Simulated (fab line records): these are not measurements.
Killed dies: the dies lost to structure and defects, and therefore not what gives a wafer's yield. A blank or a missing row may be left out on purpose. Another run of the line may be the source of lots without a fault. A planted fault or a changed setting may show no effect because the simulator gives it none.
Comparing a struck lot with a sound one -- flow n5_finfet -- 36 steps out of a route of 1938
Sound: wafers L585.1, L585.3, L585.6. Struck: wafers L588.2, L588.5, L588.6. At the end, the cause is stated.
For every step that has rows: the tool of each side, followed by ch and its chambers, followed by its first start. Under that, the readings that differ: sound wafers -- struck wafers -- difference of the means -- sigmas: that difference in standard deviations of wafers without a fault.
alike: words and numbers the same on both sides, and readings whose means are apart by under 2 such deviations; not compared: readings that were withheld, readings missing a value for some wafer, numbers with overlapping values and no deviation given by the record, and bounds like >300 which may hide the same value.
The two part at a step that has a row with sigmas, a row that says differs or no value, or rows on one side only. Numbers that don't overlap but have no deviation are shown without sigmas and don't part them. A reading that every wafer of one side lacks parts them only if that side has two wafers or more.

first, 9 steps without rows for these wafers: N5_STI_FIN_REVEAL_PRECLEAN_18 (cleans in SC2, time 45 s); N5_STI_FIN_REVEAL_SRD_28 (time 30 s); N5_DUMMY_GATE_PRECLEAN_00 (cleans in O3/DIW, time 60 s); N5_DUMMY_GATE_SRD_01 (time 30 s); N5_DUMMY_GATE_ALD_02 (deposits SiO2, target thk 2 nm, pulse time 1 s); N5_DUMMY_GATE_CVD_03 (deposits a-Si from SiH4, target thk 150 nm, time 8042 s); N5_DUMMY_GATE_PRECLEAN_46 (cleans in DIW, time 89.5 s); N5_DUMMY_GATE_SRD_47 (dry time 32 s); N5_DUMMY_GATE_CMP_04 (polishes a-Si).
N5_DUMMY_GATE_HM_DEP_06: deposits SiNx from DCS/NH3, target thk 80 nm, time 5141 s.
  sound on lpcvd-01 ch 1/65,1/75,1/89, day 3 14:31; struck on lpcvd-02 ch 1/109,1/114,1/95, day 4 05:12
reading,sound,struck,difference,sigmas
spike_tc_centre_C (C),701.1 701.1 701.1,697.6 697.6 697.6,-3.5,-4
model.SiNx_of_DUMMY_GATE_HM_DEP_06.thk_nm (nm),78.8 78.6 79.2,133.4 133.2 133.8,+54.6,
  alike: pressure_mtorr
then, 24 steps without rows for these wafers: N5_DUMMY_GATE_PECVD_30 (deposits SiO2 from TEOS/O2, target thk 55 nm, time 10.8 s); N5_DUMMY_GATE_COAT_34 (time 60 s, resist thk 60 nm); N5_DUMMY_GATE_COAT_35 (time 60 s, resist thk 10 nm); N5_DUMMY_GATE_COAT_28 (time 60 s, resist thk 10 nm); N5_DUMMY_GATE_COAT_09 (resist thk 30 nm); N5_DUMMY_GATE_EBR_11; N5_DUMMY_GATE_SOFTBAKE_10 (time 60 s); N5_DUMMY_GATE_EXPOSE_12 (exposes mask GATE, target cd 25 nm); N5_DUMMY_GATE_PEB_13 (peb time 60 s); N5_DUMMY_GATE_DEVELOP_14 (develop time 30 s); N5_DUMMY_GATE_DESCUM_20 (chemistry O2, time 6.2 s); N5_DUMMY_GATE_ETCH_29 (etches underlayer in N2/H2, target depth 13 nm); N5_DUMMY_GATE_ETCH_36 (etches SiARC in CF4, target depth 13 nm); N5_DUMMY_GATE_ETCH_37 (etches SOC in N2/H2, target depth 60 nm, overetch 30 nm); N5_DUMMY_GATE_STRIP_38 (strips in N2/H2); N5_DUMMY_GATE_STRIP_39 (strips in N2/H2); N5_DUMMY_GATE_TRIM_49 (chemistry O2, time 29 s, target cd 14 nm); N5_DUMMY_GATE_STRIP_40 (strips in CF4); N5_DUMMY_GATE_ETCH_31 (etches SiO2 in C4F6/O2, target depth 82.5 nm, time 27.5 s); N5_DUMMY_GATE_STRIP_41 (strips in O2); N5_DUMMY_GATE_HM_OPEN_21 (chemistry CH3F/O2, target SiNx, target depth 120 nm, time 171.4 s); N5_DUMMY_GATE_ETCH_32 (etches SiO2 in CF4, target depth 3.5 nm, time 3.9 s); N5_DUMMY_GATE_ETCH_23 (etches poly-Si in HBr/Cl2/O2, target depth 41 nm, time 22.3 s); N5_DUMMY_GATE_ETCH_44 (etches poly-Si in HBr/O2, stops on SiO2, target depth 127.5 nm).
N5_ILD0_CMP_03: polishes, stops on SiNx, t overpolish 1.9 s, target thk 197.38 nm.
  sound on cmp-01 ch 0,3, day 4 09:38; struck on cmp-03 ch 0,1,2, day 5 01:53
reading,sound,struck,difference,sigmas
model.SiNx_of_DUMMY_GATE_HM_DEP_06.thk_nm (nm),75.8 75.6 76.2,130.4 130.2 130.8,+54.6,
  alike: edge_zone_pressure_frac, motor_current_A, overpolish_run_s, platen_rpm, retaining_ring_pressure_frac, time_to_endpoint_s
-- the record jumps here: 4 days lie between the struck wafers' starts before and after (it left off in module ILD0 and takes up again in module BEOL_M4, whose first step shown is number 1111 of the route) --
N5_BEOL_M4_RC_MEAS_101:
  sound on prober-02 ch 0, day 8 21:07; struck on prober-01 ch 0, day 9 07:37
  alike: DIBL_N, DIBL_P, IOFF_N, IOFF_P, ION_N, ION_P, SS_N, SS_P, VT_N, VT_P

WHERE THEY PART
Only at N5_DUMMY_GATE_HM_DEP_06, within this record. Later steps at which nothing parts them and some readings are alike: N5_ILD0_CMP_03, N5_BEOL_M4_RC_MEAS_101.

WHY: whatever the simulator had introduced
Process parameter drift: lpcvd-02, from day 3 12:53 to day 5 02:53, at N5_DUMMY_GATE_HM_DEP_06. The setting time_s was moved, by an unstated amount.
